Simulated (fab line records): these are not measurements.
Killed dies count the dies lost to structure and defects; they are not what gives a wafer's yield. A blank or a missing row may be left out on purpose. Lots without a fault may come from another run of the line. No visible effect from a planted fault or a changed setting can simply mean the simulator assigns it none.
fab line records ; flow n5_finfet
[record] lots = 4; wafers = 11; last_day = 21
route steps=1938 shown SD_EPI_N@265 BEOL_M4@1111 PASSIVATION@1936
lots that met no fault: taken from a fault-free run of the same line
start_h: start of the lot's first displayed wafer, in hours after the record's first day ; wait_h: how many hours have passed since the lot's step before this one ; " the same as in the row above ; L1.1+2: a single row standing in for several wafers ; - value missing, or start not given ; * or withheld: withheld ; < > ~ a bound
route shown NAME@n: NAME is a module with steps in the file, n the number in the route of the first one ; usual: mean/standard deviation of fault-free wafers ; same: alike in all rows ; chamber/n: place in a boat ; sites: the reading at each site ; _std_site: the values' standard deviation ; _edge_site: inner sites' mean taken away from outer sites' mean ; radius_mm: for every site, how far away it sits from the centre of the wafer ; mask NAME#n: copy n ; behind: the last tool/chamber to shape the wafer ; hold: why the lot was held/for how many hours/how that ended ; device: whichever transistor did not switch (one of n, p or np) ; end of line: tests of these same wafers at the route's end ; a step given without rows: its recipe and nothing more ; killed: dies lost to structure and defects at the first sort, not the wafer's yield ; map: shows each die of a wafer: x if killed, . if not, _ if none is there
set.NAME: the setting the step ran with; set.NAME@STEP: the setting that earlier step ran with ; model.NAME: the simulator's own value behind a step, which no gauge read
certain route steps with their lots: each step a table, each wafer a row
services: when a tool's chamber went out of use (start_h, in hours from the record's first day, below 0 if earlier), for how many hours, and the reason
[[steps]]
[step N5_SD_EPI_N_EBR_05]
[recipe] solvent = PGMEA; ebr_width_mm = 1.5
[step N5_SD_EPI_N_SOFTBAKE_04]
[recipe] temp_c = 110; time_s = 60; resist = CAR-ArF-block
[step N5_SD_EPI_N_EXPOSE_06]
[recipe] mask_id = SD_N_BLK; na = 1.35; source_shape = conventional; sigma_outer = 0.8; polarization = unpolarized; target_cd_nm = 120; dose_mj = 39.75
[step N5_SD_EPI_N_PEB_07]
[recipe] peb_temp_c = 110; peb_time_s = 60; resist = CAR-ArF-block
[step N5_SD_EPI_N_DEVELOP_08]
[recipe] develop_time_s = 30; developer = TMAH; resist = CAR-ArF-block; dev_temp_c = 23; rinse_liquid = diw; dry = air_spin
[step N5_SD_EPI_N_DESCUM_14]
[recipe] chemistry = O2; time_s = 7.9; source_power_w = 50; bias_power_w = 20; pressure_mtorr = 20; rf_frequency_hz = 2.712e+07; temp_c = 40; resist = CAR-ArF-block; o2_flow_sccm = 225
[step N5_SD_EPI_N_ETCH_34]
[recipe] chemistry = CF4; target = SiARC; target_depth_a = 455; mask_material = CAR-ArF-block; time_s = 75.8; ion_energy_ev = 80; pressure_mtorr = 40; source_w = 545; bias_w = 36; Ar_flow_sccm = 100; cf4_flow_sccm = 100; ends = cleared
[step N5_SD_EPI_N_ETCH_35]
[recipe] chemistry = N2/H2; target = SOC; overetch_a = 1080; mask_material = SiARC; temp_c = 40; ion_energy_ev = 100; source_w = 3000; bias_w = 133; pressure_mtorr = 20; time_s = 486; n2_flow_sccm = 200; h2_flow_sccm = 200
[step N5_SD_EPI_N_STRIP_36]
[recipe] chemistry = N2/H2; temp_c = 40; n2_flow_sccm = 200; h2_flow_sccm = 200; rf_frequency_hz = 6e+07
[step N5_SD_EPI_N_ETCHBACK_44]
[recipe] chemistry = CH3F/O2; mode = anisotropic_etchback; target = SiNx; target_depth_a = 145; stop_on = SiO2; over_etch_frac = 0.3; ion_energy_ev = 120; pressure_mtorr = 30; source_w = 395; bias_w = 73; Ar_flow_sccm = 150; CH3F_flow_sccm = 30; O2_flow_sccm = 20
[usual] CH3F_flow_sccm = 29.99/0.086; O2_flow_sccm = 20.00/0.06; bias_w = 72.98/0.21; drypump_motor_current_A = 6.0/0.4; mfc_ar_sccm = 150.0/0.43; oes_ar_750_au = 0.80/0.095; oes_product_au = 0.69/0.076; rf_vpp_V = 299/8.4; showerhead_plenum_p_Torr = 2.03/0.077; throttle_valve_pct = 16.24/0.22
lot.wafer;tool;chamber;start_h;wait_h;CH3F_flow_sccm;O2_flow_sccm;bias_w;drypump_motor_current_A;mfc_ar_sccm;oes_ar_750_au;oes_product_au;rf_hours_counter_h;rf_vpp_V;showerhead_plenum_p_Torr;throttle_valve_pct;model.SiARC_of_SD_EPI_N_COAT_33.thk_nm
L749.1;rie_diel-05;1;121.44;0.0;29.98;19.97;73.09;6.2;150.2;0.66;0.58;255;309;1.88;16.73;16.4
L749.2;rie_diel-05;2;121.44;0.0;30.13;20.00;72.84;5.7;149.5;0.90;0.78;22;297;2.03;16.02;16.4
L759.2;rie_diel-05;2;180.25;0.0;-;-;-;-;-;-;-;-;-;-;-;20.2
L759.4;rie_diel-05;0;180.25;0.0;-;-;-;-;-;-;-;-;-;-;-;19.6
L759.5;rie_diel-05;0;180.25;0.0;-;-;-;-;-;-;-;-;-;-;-;19.8
L760.2;rie_diel-05;1;181.47;0.0;-;-;-;-;-;-;-;-;-;-;-;19.4
L760.3;rie_diel-05;3;181.47;0.0;-;-;-;-;-;-;-;-;-;-;-;19
L760.4;rie_diel-05;0;181.47;0.0;-;-;-;-;-;-;-;-;-;-;-;19.6
L761.1;rie_diel-04;2;189.39;0.0;29.88;19.97;73.08;5.7;149.7;0.78;0.68;101;313;2.01;16.17;15.8
L761.4;rie_diel-04;1;189.39;0.0;30.06;20.06;72.67;6.3;150.3;0.88;0.76;42;287;2.05;16.36;16.6
L761.5;rie_diel-04;1;189.39;0.0;30.03;20.09;73.02;6.3;150.6;0.90;0.76;-;290;2.05;16.35;16.6
[step N5_SD_EPI_N_ETCH_45]
[recipe] chemistry = CH3F/O2; target = SiOCN; target_depth_a = 60; mask_material = SOC; ion_energy_ev = 60; bias_w = 29; pressure_mtorr = 15; source_w = 410; Ar_flow_sccm = 150; CH3F_flow_sccm = 30; O2_flow_sccm = 20
[step N5_SD_EPI_N_ETCH_16]
[recipe] chemistry = CHF3/O2; target = SiO2; target_depth_a = 50; mask_material = SOC; pressure_mtorr = 30; source_w = 650; bias_w = 170; Ar_flow_sccm = 200; CHF3_flow_sccm = 50; O2_flow_sccm = 5; ion_energy_ev = 200
[usual] bias_w = 170.0/0.53; drypump_motor_current_A = 6.0/0.4; mfc_ar_sccm = 199.9/0.58; oes_ar_750_au = 0.80/0.095; oes_product_au = 0.80/0.091; rf_vpp_V = 527/15; showerhead_plenum_p_Torr = 2.44/0.089; throttle_valve_pct = 18.79/0.22
lot.wafer;tool;chamber;start_h;wait_h;bias_w;drypump_motor_current_A;mfc_ar_sccm;oes_ar_750_au;oes_product_au;rf_hours_counter_h;rf_vpp_V;showerhead_plenum_p_Torr;throttle_valve_pct;model.SiARC_of_SD_EPI_N_COAT_33.thk_nm
L749.1;rie_diel-05;1;121.64;0.1;170.1;6.2;199.5;0.66;0.67;255;545;2.27;19.24;12.8
L749.2;rie_diel-05;2;121.64;0.1;170.2;5.7;200.6;0.90;0.90;22;526;2.44;18.57;12.8
L759.2;rie_diel-05;2;180.45;0.1;169.9;5.8;199.7;0.86;0.87;45;526;2.43;18.61;16.6
L759.4;rie_diel-05;0;180.45;0.1;169.9;5.7;200.7;0.85;0.82;60;508;2.54;18.55;16.2
L759.5;rie_diel-05;0;180.45;0.1;170.4;5.7;199.6;0.85;0.82;-;508;2.54;18.55;16.2
L760.2;rie_diel-05;1;181.67;0.1;170.0;6.2;199.2;0.90;0.94;15;554;2.56;18.89;15.8
L760.3;rie_diel-05;3;181.67;0.1;170.5;6.7;199.3;0.90;0.89;24;526;2.57;18.75;15.4
L760.4;rie_diel-05;0;181.67;0.1;170.0;5.7;199.8;0.85;0.82;60;508;2.54;18.55;16
L761.1;rie_diel-04;2;189.59;0.1;169.6;5.7;200.9;0.78;0.80;101;552;2.42;18.67;12
L761.4;rie_diel-04;1;189.59;0.1;168.9;6.3;199.6;0.89;0.87;42;508;2.47;19.01;13.2
L761.5;rie_diel-04;1;189.59;0.1;169.5;6.3;200.1;0.89;0.89;-;509;2.47;18.99;13.2
[step N5_SD_EPI_N_STRIP_47]
[recipe] chemistry = CHF3/O2; resist = SiARC; rf_frequency_hz = 6e+07
[step N5_SD_EPI_N_SD_RECESS_17]
[recipe] chemistry = HBr/Cl2/O2; target_depth_a = 410; mask_material = SOC; time_s = 23.7; bt_time_s = 3; pressure_mtorr = 10; icp_w = 800; bias_w = 112; HBr_flow_sccm = 150; Cl2_flow_sccm = 80; O2_flow_sccm = 12
[step N5_SD_EPI_N_STRIP_38]
[recipe] chemistry = N2/H2; power_w = 1000; temp_c = 250; h2_frac = 0.65; overash_fraction = 0.3; pressure_mtorr = withheld; n2_flow_sccm = 1750; h2_flow_sccm = 3250
[step N5_SD_EPI_N_WET_ETCH_43]
[recipe] chemistry = dHF; dilution = withheld; time_s = 14; target = SiO2; target_depth_a = 15; temp_c = 25
[step N5_SD_EPI_N_STRIP_18]
[recipe] chemistry = SPM; time_s = 750; temp_c = 130; h2so4_h2o2_vol_ratio = 4
[step N5_SD_EPI_N_SRD_20]
[recipe] dry = ipa_marangoni; do_ppb = 5; time_s = 30; temp_c = 23; rinse_liquid = diw
[step N5_SD_EPI_N_PRECLEAN_48]
[recipe] chemistry = NF3:NH3; afs_cycles = 2; temp_c = 30; time_s = 20; sublimation_temp_c = 180; sublimation_time_s = 60; pressure_torr = 3; rf_power_w = 30
[step N5_SD_EPI_N_VAPOR_ETCH_50]
[recipe] chemistry = HCl; target = Si; temp_c = 775; time_s = 54; pressure_torr = 20; mode = isotropic
[step N5_SD_EPI_N_EPI_21]
[recipe] material = Si:P; dopant = P; temp_c = 680; pressure_torr = 255; time_s = 690
[usual] susceptor_temp_C_max = 681.5/0.56
lot.wafer;tool;chamber;start_h;wait_h;susceptor_temp_C_max;model.Si-P_of_SD_EPI_N_EPI_21.thk_nm
L749.1;epi_rpcvd-01;0;122.88;0.2;680.7;59.6
L749.2;epi_rpcvd-01;0;122.88;0.2;680.8;60
L759.2;epi_rpcvd-02;0;181.79;0.4;681.6;1.6
L759.4;epi_rpcvd-02;0;181.79;0.4;682.2;0.8
L759.5;epi_rpcvd-02;0;181.79;0.4;681.6;1.2
L760.2;epi_rpcvd-03;0;183.00;0.4;682.5;1
L760.3;epi_rpcvd-03;0;183.00;0.4;682.2;1.2
L760.4;epi_rpcvd-03;0;183.00;0.4;681.7;0.6
L761.1;epi_rpcvd-01;0;190.83;0.2;681.3;59.4
L761.4;epi_rpcvd-01;0;191.95;1.2;680.9;58.2
L761.5;epi_rpcvd-01;0;191.95;1.2;680.4;58.4
[step N5_SD_EPI_N_PRECLEAN_24]
[recipe] chemistry = O3/DIW; time_s = 60; temp_c = 22; o3_ppm = 10
lot.wafer;tool;chamber;start_h;wait_h;model.Si-P_of_SD_EPI_N_EPI_21.thk_nm
L749.1;wet_bench-04;0;125.19;0.0;59.2
L749.2;wet_bench-04;6;125.19;0.0;59.6
L759.2;wet_bench-06;6;183.26;0.0;1.6
L759.4;wet_bench-06;0;183.26;0.0;0.6
L759.5;wet_bench-06;7;183.26;0.0;1.2
L760.2;wet_bench-01;0;184.51;0.0;1
L760.3;wet_bench-01;2;184.51;0.0;1.2
L760.4;wet_bench-01;7;184.51;0.0;0.6
L761.1;wet_bench-06;5;193.24;0.1;58.8
L761.4+5;wet_bench-06;0,6;193.24;0.1;58
[step N5_SD_EPI_N_SRD_25]
[recipe] time_s = 30; temp_c = 23; rinse_liquid = diw; dry = ipa_marangoni
[step N5_BEOL_M4_RC_MEAS_101]
[usual] DIBL_N = 37.7/2; DIBL_P = 37.7/2.3; IOFF_N = 0.18/0.039; IOFF_P = 0.23/0.042; ION_N = 681/12; ION_P = 463/8; SS_N = 71.9/0.68; SS_P = 73.6/0.71; VT_N = 248/3.2; VT_P = -249/3.1
lot.wafer;tool;chamber;start_h;wait_h;DIBL_N[mV/V];DIBL_P[mV/V];IOFF_N[nA/um];IOFF_P[nA/um];ION_N[uA/um];ION_P[uA/um];SS_N[mV/dec];SS_P[mV/dec];VT_N[mV];VT_P[mV]
L749.1;prober-01;0;317.17;0.0;39.6;39.1;0.22;0.26;696;469;72.3;73.6;241;-246
L749.2;prober-01;0;317.17;0.0;39.3;39.7;0.19;0.27;701;477;71.6;73.5;246;-249
L761.1;prober-02;0;402.27;0.0;38.4;37.0;0.23;0.25;706;471;72.1;73.2;241;-246
L761.4;prober-02;0;402.27;0.0;37.0;34.9;0.16;0.21;663;455;71.9;72.4;251;-247
L761.5;prober-02;0;402.27;0.0;38.9;39.3;0.24;0.29;705;475;72.5;75.0;241;-245
[step N5_PASSIVATION_PROBE_49]
[usual] defect_limited_yield = 91.1/1.4; killed_at_M0_to_M3 = 34/9.6; killed_at_M4_up = 15/5.3; killed_at_contacts = 12/6.1; killed_at_front_end = 40/11; killed_at_other = 3.5/2.8; killed_dies = 105/17; killed_on_rim = 14/4.3; killed_open = 70/12; killed_short = 34/7.7; sort_bin_5_function = 5.2/0.97; sort_bin_6_memory = 3.4/0.62; sort_n_pass = 1075/17; sort_yield_pct = 91.1/1.4
[same] gross_dies = 1180; killed_at_back_side = 0; sort_bin_4_leakage[%] = 0; sort_bin_8_speed[%] = 0
lot.wafer;tool;chamber;start_h;wait_h;defect_limited_yield[%];killed_at_M0_to_M3;killed_at_M4_up;killed_at_contacts;killed_at_front_end;killed_at_other;killed_dies;killed_on_rim;killed_open;killed_short;sort_bin_5_function[%];sort_bin_6_memory[%];sort_n_pass;sort_yield_pct[%]
L759.2;prober-01;-;500.53;0.1;0;27;9;27;1113;4;1180;152;64;43;96.1;3.7;0;0
L759.4;prober-01;-;500.63;0.2;0;47;13;23;1090;7;1180;152;82;37;95.6;3.8;0;0
L759.5;prober-01;-;500.68;0.2;0;41;8;15;1109;7;1180;152;81;29;95.3;4.2;0;0
L760.2;prober-02;-;501.38;0.3;0;31;15;9;1122;3;1180;152;73;30;96.3;3.5;0;0
L760.3;prober-02;-;501.43;0.4;0;33;16;7;1115;9;1180;152;71;30;96.5;3.2;0;0
L760.4;prober-02;-;501.48;0.4;0;30;17;8;1122;3;1180;152;65;30;96.7;3.2;0;0
// killed by level:class
L759.2 SD_EPI_N:area_etchback=1073 MOL_CONTACT_COAG:geometric_particle:open=21 STI_FIN_REVEAL:geometric_particle:open=10 MOL_CONTACT_COAG:geometric_particle:short=6 BEOL_M0_SAQP:geometric_particle:short=6 BEOL_M2:geometric_particle:open=6 FIN_SAQP:geometric_particle:open=5 BEOL_M4:geometric_particle:open=5
L759.4 SD_EPI_N:area_etchback=1061 MOL_CONTACT_COAG:geometric_particle:open=18 BEOL_M3:geometric_particle:open=18 STI_FIN_REVEAL:geometric_particle:open=13 BEOL_M0_SAQP:geometric_particle:open=7 MOL_CONTACT_COAG:geometric_particle:short=5 BEOL_M0_SAQP:geometric_particle:short=5 BEOL_M1:geometric_particle:open=5
L759.5 SD_EPI_N:area_etchback=1070 MOL_CONTACT_COAG:geometric_particle:open=12 BEOL_M0_SAQP:geometric_particle:short=11 BEOL_M3:geometric_particle:open=11 FIN_SAQP:geometric_particle:open=9 STI_FIN_REVEAL:geometric_particle:open=8 BEOL_M0_SAQP:geometric_particle:open=8 BEOL_M2:geometric_particle:open=6
L760.2 SD_EPI_N:area_etchback=1076 STI_FIN_REVEAL:geometric_particle:open=21 FIN_SAQP:geometric_particle:open=8 MOL_CONTACT_COAG:geometric_particle:open=8 BEOL_M0_SAQP:geometric_particle:short=8 BEOL_M4:geometric_particle:open=7 BEOL_M2:geometric_particle:open=6 BEOL_M1:geometric_particle:open=5
L760.3 SD_EPI_N:area_etchback=1079 FIN_SAQP:geometric_particle:open=8 BEOL_M4:geometric_particle:open=8 FIN_SAQP:geometric_particle:short=7 BEOL_M3:geometric_particle:open=7 STI_FIN_REVEAL:geometric_particle:open=6 BEOL_M0:geometric_particle:open=6 BEOL_M2:geometric_particle:open=6
L760.4 SD_EPI_N:area_etchback=1084 STI_FIN_REVEAL:geometric_particle:open=9 BEOL_M4:geometric_particle:open=9 BEOL_M0_SAQP:geometric_particle:short=7 BEOL_M2:geometric_particle:open=7 FIN_SAQP:geometric_particle:short=6 FIN_SAQP:geometric_particle:open=5 DUMMY_GATE:geometric_particle:open=5
// map L759.2 (x killed, . not)
_________________xxxxxxxxxxxx________________
______________xxxxxxxxxxxxxxxxxx_____________
___________xxxxxxxxxxxxxxxxxxxxxxxx__________
__________xxxxxxxxxxxxxxxxxxxxxxxxxx_________
________xxxxxxxxxxxxxxxxxxxxxxxxxxxxxx_______
_______xxxxxxxxxxxxxxxxxxxxxxxxxxxxxxxx______
______xxxxxxxxxxxxxxxxxxxxxxxxxxxxxxxxxx_____
_____xxxxxxxxxxxxxxxxxxxxxxxxxxxxxxxxxxxx____
____xxxxxxxxxxxxxxxxxxxxxxxxxxxxxxxxxxxxxx___
___xxxxxxxxxxxxxxxxxxxxxxxxxxxxxxxxxxxxxxxx__
___xxxxxxxxxxxxxxxxxxxxxxxxxxxxxxxxxxxxxxxx__
__xxxxxxxxxxxxxxxxxxxxxxxxxxxxxxxxxxxxxxxxxx_
__xxxxxxxxxxxxxxxxxxxxxxxxxxxxxxxxxxxxxxxxxx_
_xxxxxxxxxxxxxxxxxxxxxxxxxxxxxxxxxxxxxxxxxxxx
_xxxxxxxxxxxxxxxxxxxxxxxxxxxxxxxxxxxxxxxxxxxx
_xxxxxxxxxxxxxxxxxxxxxxxxxxxxxxxxxxxxxxxxxxxx
_xxxxxxxxxxxxxxxxxxxxxxxxxxxxxxxxxxxxxxxxxxxx
_xxxxxxxxxxxxxxxxxxxxxxxxxxxxxxxxxxxxxxxxxxxx
_xxxxxxxxxxxxxxxxxxxxxxxxxxxxxxxxxxxxxxxxxxxx
_xxxxxxxxxxxxxxxxxxxxxxxxxxxxxxxxxxxxxxxxxxxx
_xxxxxxxxxxxxxxxxxxxxxxxxxxxxxxxxxxxxxxxxxxxx
__xxxxxxxxxxxxxxxxxxxxxxxxxxxxxxxxxxxxxxxxxx_
__xxxxxxxxxxxxxxxxxxxxxxxxxxxxxxxxxxxxxxxxxx_
___xxxxxxxxxxxxxxxxxxxxxxxxxxxxxxxxxxxxxxxx__
___xxxxxxxxxxxxxxxxxxxxxxxxxxxxxxxxxxxxxxxx__
____xxxxxxxxxxxxxxxxxxxxxxxxxxxxxxxxxxxxxx___
_____xxxxxxxxxxxxxxxxxxxxxxxxxxxxxxxxxxxx____
______xxxxxxxxxxxxxxxxxxxxxxxxxxxxxxxxxx_____
_______xxxxxxxxxxxxxxxxxxxxxxxxxxxxxxxx______
________xxxxxxxxxxxxxxxxxxxxxxxxxxxxxx_______
__________xxxxxxxxxxxxxxxxxxxxxxxxxx_________
___________xxxxxxxxxxxxxxxxxxxxxxxx__________
______________xxxxxxxxxxxxxxxxxx_____________
_________________xxxxxxxxxxxx________________
// map L760.2 (x killed, . not)
_________________xxxxxxxxxxxx________________
______________xxxxxxxxxxxxxxxxxx_____________
___________xxxxxxxxxxxxxxxxxxxxxxxx__________
__________xxxxxxxxxxxxxxxxxxxxxxxxxx_________
________xxxxxxxxxxxxxxxxxxxxxxxxxxxxxx_______
_______xxxxxxxxxxxxxxxxxxxxxxxxxxxxxxxx______
______xxxxxxxxxxxxxxxxxxxxxxxxxxxxxxxxxx_____
_____xxxxxxxxxxxxxxxxxxxxxxxxxxxxxxxxxxxx____
____xxxxxxxxxxxxxxxxxxxxxxxxxxxxxxxxxxxxxx___
___xxxxxxxxxxxxxxxxxxxxxxxxxxxxxxxxxxxxxxxx__
___xxxxxxxxxxxxxxxxxxxxxxxxxxxxxxxxxxxxxxxx__
__xxxxxxxxxxxxxxxxxxxxxxxxxxxxxxxxxxxxxxxxxx_
__xxxxxxxxxxxxxxxxxxxxxxxxxxxxxxxxxxxxxxxxxx_
_xxxxxxxxxxxxxxxxxxxxxxxxxxxxxxxxxxxxxxxxxxxx
_xxxxxxxxxxxxxxxxxxxxxxxxxxxxxxxxxxxxxxxxxxxx
_xxxxxxxxxxxxxxxxxxxxxxxxxxxxxxxxxxxxxxxxxxxx
_xxxxxxxxxxxxxxxxxxxxxxxxxxxxxxxxxxxxxxxxxxxx
_xxxxxxxxxxxxxxxxxxxxxxxxxxxxxxxxxxxxxxxxxxxx
_xxxxxxxxxxxxxxxxxxxxxxxxxxxxxxxxxxxxxxxxxxxx
_xxxxxxxxxxxxxxxxxxxxxxxxxxxxxxxxxxxxxxxxxxxx
_xxxxxxxxxxxxxxxxxxxxxxxxxxxxxxxxxxxxxxxxxxxx
__xxxxxxxxxxxxxxxxxxxxxxxxxxxxxxxxxxxxxxxxxx_
__xxxxxxxxxxxxxxxxxxxxxxxxxxxxxxxxxxxxxxxxxx_
___xxxxxxxxxxxxxxxxxxxxxxxxxxxxxxxxxxxxxxxx__
___xxxxxxxxxxxxxxxxxxxxxxxxxxxxxxxxxxxxxxxx__
____xxxxxxxxxxxxxxxxxxxxxxxxxxxxxxxxxxxxxx___
_____xxxxxxxxxxxxxxxxxxxxxxxxxxxxxxxxxxxx____
______xxxxxxxxxxxxxxxxxxxxxxxxxxxxxxxxxx_____
_______xxxxxxxxxxxxxxxxxxxxxxxxxxxxxxxx______
________xxxxxxxxxxxxxxxxxxxxxxxxxxxxxx_______
__________xxxxxxxxxxxxxxxxxxxxxxxxxx_________
___________xxxxxxxxxxxxxxxxxxxxxxxx__________
______________xxxxxxxxxxxxxxxxxx_____________
_________________xxxxxxxxxxxx________________
[[services]]
tool;chamber;start_h;hours;kind
wet_bench-06;-;114.37;3.9;repair
rie_diel-05;1;122.16;-;clean
rie_diel-05;1;122.16;-;consumable_replace:focus_ring
rie_diel-05;1;122.16;-;consumable_replace:showerhead
rie_diel-05;1;122.16;17.9;scheduled_down
rie_diel-05;1;122.16;17.9;vent_cycle
wet_bench-04;-;158.18;1.4;repair
epi_rpcvd-02;-;189.61;2.8;pm
[[key]]
[first_sign] step = N5_SD_EPI_N_ETCHBACK_44; reading = tool_record; direction = missing
[effect] step = N5_PASSIVATION_PROBE_49; reading = killed_at_front_end; direction = up; sigmas = 99+; usual = 40; struck = 1112
[model_effect] step = N5_SD_EPI_N_ETCHBACK_44; value = SiARC_of_SD_EPI_N_COAT_33.thk_nm; without = 15.87; struck = 19.6
[model_effect] step = N5_SD_EPI_N_ETCH_16; value = SiARC_of_SD_EPI_N_COAT_33.thk_nm; without = 12.3; struck = 16.03
[model_effect] step = N5_SD_EPI_N_EPI_21; value = Si-P_of_SD_EPI_N_EPI_21.thk_nm; without = 59.3; struck = 1.067
[model_effect] step = N5_SD_EPI_N_PRECLEAN_24; value = Si-P_of_SD_EPI_N_EPI_21.thk_nm; without = 58.9; struck = 1.033
[more_kills_born_at] N5_SD_EPI_N_ETCHBACK_44@rie_diel-05 = 6443
met_at N5_SD_EPI_N_ETCHBACK_44
struck_wafers L759.2,L759.4,L759.5,L760.2,L760.3,L760.4
later_rows_left_out L759.2,L759.4,L759.5,L760.2,L760.3,L760.4
onset_between 121.44 180.25
[fault] kind = skipped_step_whole; tool = rie_diel-05; chamber = -; onset_h = 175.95; steps = N5_SD_EPI_N_ETCHBACK_44; scope = struck_lots_only
// later_rows_left_out: the simulator's readings of these wafers behind a module that went badly wrong aren't trusted and aren't shown, but for the sort
